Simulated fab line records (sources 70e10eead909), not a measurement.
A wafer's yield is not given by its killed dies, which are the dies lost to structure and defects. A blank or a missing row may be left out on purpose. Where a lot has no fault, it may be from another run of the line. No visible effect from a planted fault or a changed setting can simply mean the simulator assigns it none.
Matching of chambers / flow nand_harc / 3 sister chambers for NHARC_P_M0_DEP_32 on pecvd-02
The step deposits SiCN, target thk 30 nm. 6 wafers are shown with their chamber, then 7 later ones without.

== WAFERS PAIRED WITH THEIR CHAMBERS ==
wafer=L705.5; chamber=1; heater_power_w (W)=532
wafer=L708.2; chamber=2; heater_power_w (W)=514
wafer=L708.4; chamber=2; heater_power_w (W)=510
wafer=L708.5; chamber=0; heater_power_w (W)=422
wafer=L716.1; chamber=0; heater_power_w (W)=480
wafer=L716.4; chamber=1; heater_power_w (W)=568

== WAFERS WITHOUT THEIR CHAMBER ==
wafer=L716.5; heater_power_w (W)=508
wafer=L718.1; heater_power_w (W)=453
wafer=L718.4; heater_power_w (W)=490
wafer=L718.5; heater_power_w (W)=589
wafer=L721.1; heater_power_w (W)=489
wafer=L721.5; heater_power_w (W)=478
wafer=L721.6; heater_power_w (W)=592

== WHICH CHAMBER EACH ONE RAN IN ==
wafer=L716.5; from the rows above=can't be placed: 2 or 1 or 0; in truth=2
wafer=L718.1; from the rows above=0; in truth=0
wafer=L718.4; from the rows above=can't be placed: 2 or 0 or 1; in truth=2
wafer=L718.5; from the rows above=can't be placed: 1 or 2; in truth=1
wafer=L721.1; from the rows above=can't be placed: 2 or 0 or 1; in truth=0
wafer=L721.5; from the rows above=can't be placed: 0 or 2 or 1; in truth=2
wafer=L721.6; from the rows above=can't be placed: 1 or 2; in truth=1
Placed correctly: 1 of 7. From these rows, 6 cannot be placed; in 6 the true chamber is one of the candidates. Number placed wrongly: 0.
How it was worked out, from the rows above alone: a wafer's distance from a chamber is the root of the sum, over the readings, of the square of ((its reading less the chamber's mean) divided by the reading's scatter). If the next closest chamber is less than 2 further off than the closest, the wafer can't be placed; otherwise it belongs to the closest. A chamber's mean is the mean of its shown wafers. The scatter: the root of (the sum of the squares of (reading less its chamber's mean) over the shown wafers, divided by (wafers less chambers)).
